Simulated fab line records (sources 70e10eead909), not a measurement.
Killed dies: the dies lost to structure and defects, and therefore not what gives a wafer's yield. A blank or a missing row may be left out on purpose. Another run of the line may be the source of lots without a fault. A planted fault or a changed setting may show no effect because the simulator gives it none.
Shared-tool check + flow nand harc + 12 lots and 36 wafers in the sample

THE REASON FOR OPENING IT
Flagged at NHARC_P_CONTACT_CD_MEAS_12: reading cd nm, on 1 of 12 lots. Fault-free wafers read 89.6 nm, with a standard deviation of 0.67.
Rule: flag the lot when none of its wafers has a number, or when each of its wafers that has one lies beyond 4 standard deviations from that mean. The other lots count as sound.

| lot  | measured     | on        | cd nm (nm), wafer by wafer | flag    |
|------|--------------|-----------|----------------------------|---------|
| L638 | day 5 17:34  | cd sem-02 | 90.0 90.6 90.2             |         |
| L639 | day 6 00:12  | cd sem-03 | 90.4 89.0 89.8             |         |
| L640 | day 6 00:43  | cd sem-03 | 89.2 88.7 89.4             |         |
| L641 | day 6 15:03  | cd sem-01 | 89.7 90.0 89.6             |         |
| L642 | day 6 15:42  | cd sem-02 | 89.7 89.1 88.8             |         |
| L644 | day 6 21:28  | cd sem-03 | 90.4 89.7 90.7             |         |
| L643 | day 6 21:48  | cd sem-02 | 89.3 88.7 89.2             |         |
| L647 | day 7 18:49  | cd sem-02 | 84.6 84.0 84.8             | FLAGGED |
| L658 | day 10 06:21 | cd sem-03 | 88.4 88.7 88.8             |         |
| L657 | day 10 06:58 | cd sem-01 | 90.6 91.2 89.8             |         |
| L660 | day 11 00:20 | cd sem-03 | 88.7 89.1 89.3             |         |
| L661 | day 11 14:37 | cd sem-03 | 90.2 90.0 89.8             |         |
On average the flagged lots' numbers are 84.5 nm, which is -5.1 nm against the usual, or -8 standard deviations.

WHICH TOOL RAN EACH LOT
Before the reading, the record contains 4 process steps out of a 1159-step route. In each cell: the tool, then ch and the chambers that the sampled wafers went through, then the start.
| lot  | flag    | NHARC_P_GATE_STRIP_108            | NHARC_P_GATE_DESCUM_61             | NHARC_P_CONTACT_DEP_00                     | NHARC_P_CONTACT_EXPOSE_09          |
|------|---------|-----------------------------------|------------------------------------|--------------------------------------------|------------------------------------|
| L638 |         | rie diel-07 ch 0,3, day 4 21:46   | rie diel-07 ch 0,1,2, day 5 11:27  | pecvd-02 ch 1,2, day 5 17:25 or earlier    | arfi scanner-01 ch 0, day 5 17:25  |
| L639 |         | rie diel-11 ch 1,2,3, day 5 04:28 | rie diel-11 ch 2,3, day 5 17:35    | pecvd-02 ch 0,1,2, day 6 00:04 or earlier  | arfi scanner-02 ch 0, day 6 00:04  |
| L640 |         | rie diel-11 ch 0,1,2, day 5 04:54 | rie diel-07 ch 2,3, day 5 18:28    | pecvd-02 ch 1,2, day 6 00:34 or earlier    | arfi scanner-01 ch 0, day 6 00:34  |
| L641 |         | rie diel-11 ch 1,3, day 5 19:35   | rie diel-11 ch 1,2, day 6 08:43    | pecvd-04 ch 0,1,2, day 6 14:55 or earlier  | arfi scanner-02 ch 0, day 6 14:55  |
| L642 |         | rie diel-07 ch 0,1,2, day 5 20:16 | rie diel-05 ch 0,2, day 6 09:11    | pecvd-02 ch 0,1,2, day 6 15:34 or earlier  | arfi scanner-03 ch 0, day 6 15:34  |
| L644 |         | rie diel-11 ch 0,1,2, day 6 01:01 | rie diel-05 ch 0,1,2, day 6 15:07  | pecvd-04 ch 1,2, day 6 21:20 or earlier    | arfi scanner-01 ch 0, day 6 21:20  |
| L643 |         | rie diel-05 ch 0,2,3, day 6 00:20 | rie diel-11 ch 0,2,3, day 6 15:32  | pecvd-02 ch 0,1, day 6 21:40 or earlier    | arfi scanner-01 ch 0, day 6 21:40  |
| L647 | FLAGGED | rie diel-05 ch 0,3, day 6 23:22   | rie diel-07 ch 1,2, day 7 12:19    | pecvd-01 ch 1,2, day 7 18:40 or earlier    | arfi scanner-01 ch 0, day 7 18:40  |
| L658 |         | rie diel-11 ch 1,2,3, day 9 10:36 | rie diel-07 ch 0,1,3, day 9 23:46  | pecvd-02 ch 0,1,2, day 10 06:13 or earlier | arfi scanner-01 ch 0, day 10 06:13 |
| L657 |         | rie diel-07 ch 0,2,3, day 9 11:06 | rie diel-11 ch 0,1,2, day 10 00:04 | pecvd-04 ch 0,2, day 10 06:50 or earlier   | arfi scanner-02 ch 0, day 10 06:50 |
| L660 |         | rie diel-05 ch 0,2, day 10 02:19  | rie diel-05 ch 0,2, day 10 18:05   | pecvd-04 ch 0,1, day 11 00:12 or earlier   | arfi scanner-02 ch 0, day 11 00:12 |
| L661 |         | rie diel-11 ch 1,2, day 10 19:16  | rie diel-07 ch 0,1,3, day 11 08:29 | pecvd-04 ch 1,2, day 11 14:29 or earlier   | arfi scanner-03 ch 0, day 11 14:29 |
What these steps do:
- NHARC_P_GATE_STRIP_108: strips in O2.
- NHARC_P_GATE_DESCUM_61: chemistry O2, time 3 s.
- NHARC_P_CONTACT_DEP_00: deposits SiO2, target thk 500 nm.
- NHARC_P_CONTACT_EXPOSE_09: exposes mask P CA, target cd 90 nm.
- NHARC_P_CONTACT_CD_MEAS_12: target cd 90 nm.

FLAGGED OVER TOTAL, TOOL BY TOOL (the gauges that took the reading come last)
| step                       | tool            | lots run | flagged | share of the flagged lots | sound lots run after its first flagged lot |
|----------------------------|-----------------|----------|---------|---------------------------|--------------------------------------------|
| NHARC_P_GATE_STRIP_108     | rie diel-05     | 3        | 1       | all                       | 1 (L660)                                   |
| NHARC_P_GATE_STRIP_108     | rie diel-07     | 3        | 0       | none                      | -                                          |
| NHARC_P_GATE_STRIP_108     | rie diel-11     | 6        | 0       | none                      | -                                          |
| NHARC_P_GATE_DESCUM_61     | rie diel-05     | 3        | 0       | none                      | -                                          |
| NHARC_P_GATE_DESCUM_61     | rie diel-07     | 5        | 1       | all                       | 2 (L658,L661)                              |
| NHARC_P_GATE_DESCUM_61     | rie diel-11     | 4        | 0       | none                      | -                                          |
| NHARC_P_CONTACT_DEP_00     | pecvd-01        | 1        | 1       | all                       | 0                                          |
| NHARC_P_CONTACT_DEP_00     | pecvd-02        | 6        | 0       | none                      | -                                          |
| NHARC_P_CONTACT_DEP_00     | pecvd-04        | 5        | 0       | none                      | -                                          |
| NHARC_P_CONTACT_EXPOSE_09  | arfi scanner-01 | 6        | 1       | all                       | 1 (L658)                                   |
| NHARC_P_CONTACT_EXPOSE_09  | arfi scanner-02 | 4        | 0       | none                      | -                                          |
| NHARC_P_CONTACT_EXPOSE_09  | arfi scanner-03 | 2        | 0       | none                      | -                                          |
| NHARC_P_CONTACT_CD_MEAS_12 | cd sem-01       | 2        | 0       | none                      | -                                          |
| NHARC_P_CONTACT_CD_MEAS_12 | cd sem-02       | 4        | 1       | all                       | 0                                          |
| NHARC_P_CONTACT_CD_MEAS_12 | cd sem-03       | 6        | 0       | none                      | -                                          |
With no start given for some of its lots, NHARC_P_CONTACT_DEP_00 uses the hours and lot order of NHARC_P_CONTACT_EXPOSE_09.

WHAT THE TABLE PERMITS
5 rows of the table ran every flagged lot: rie diel-05 at NHARC_P_GATE_STRIP_108, rie diel-07 at NHARC_P_GATE_DESCUM_61, pecvd-01 at NHARC_P_CONTACT_DEP_00, arfi scanner-01 at NHARC_P_CONTACT_EXPOSE_09, cd sem-02 at NHARC_P_CONTACT_CD_MEAS_12.
- rie diel-05 at NHARC_P_GATE_STRIP_108: 1 of its 3 lots flagged. Lots that were sound ran on it after the first flagged one (L660); a persistent fault on the entire tool would not allow that.
- rie diel-07 at NHARC_P_GATE_DESCUM_61: 1 of its 5 lots flagged. Lots that were sound ran on it after the first flagged one (L658, L661); a persistent fault on the entire tool would not allow that.
- pecvd-01 at NHARC_P_CONTACT_DEP_00: 1 of its 1 lot flagged. With no sound lot run before its first flagged lot in this sample, there is nothing to narrow down the start.
- arfi scanner-01 at NHARC_P_CONTACT_EXPOSE_09: 1 of its 6 lots flagged. Lots that were sound ran on it after the first flagged one (L658); a persistent fault on the entire tool would not allow that.
- cd sem-02 at NHARC_P_CONTACT_CD_MEAS_12: 1 of its 4 lots flagged. A fault beginning between L643 (day 6 21:48), its last sound lot, and L647 (day 7 18:49), its first flagged one, fits the data.
A lot count leaves these 2 tools indistinguishable: every one of them fits a fault beginning at some hour. More lots, or a look at what each step does to the wafer, might.

WHAT THE SIMULATOR PUT IN
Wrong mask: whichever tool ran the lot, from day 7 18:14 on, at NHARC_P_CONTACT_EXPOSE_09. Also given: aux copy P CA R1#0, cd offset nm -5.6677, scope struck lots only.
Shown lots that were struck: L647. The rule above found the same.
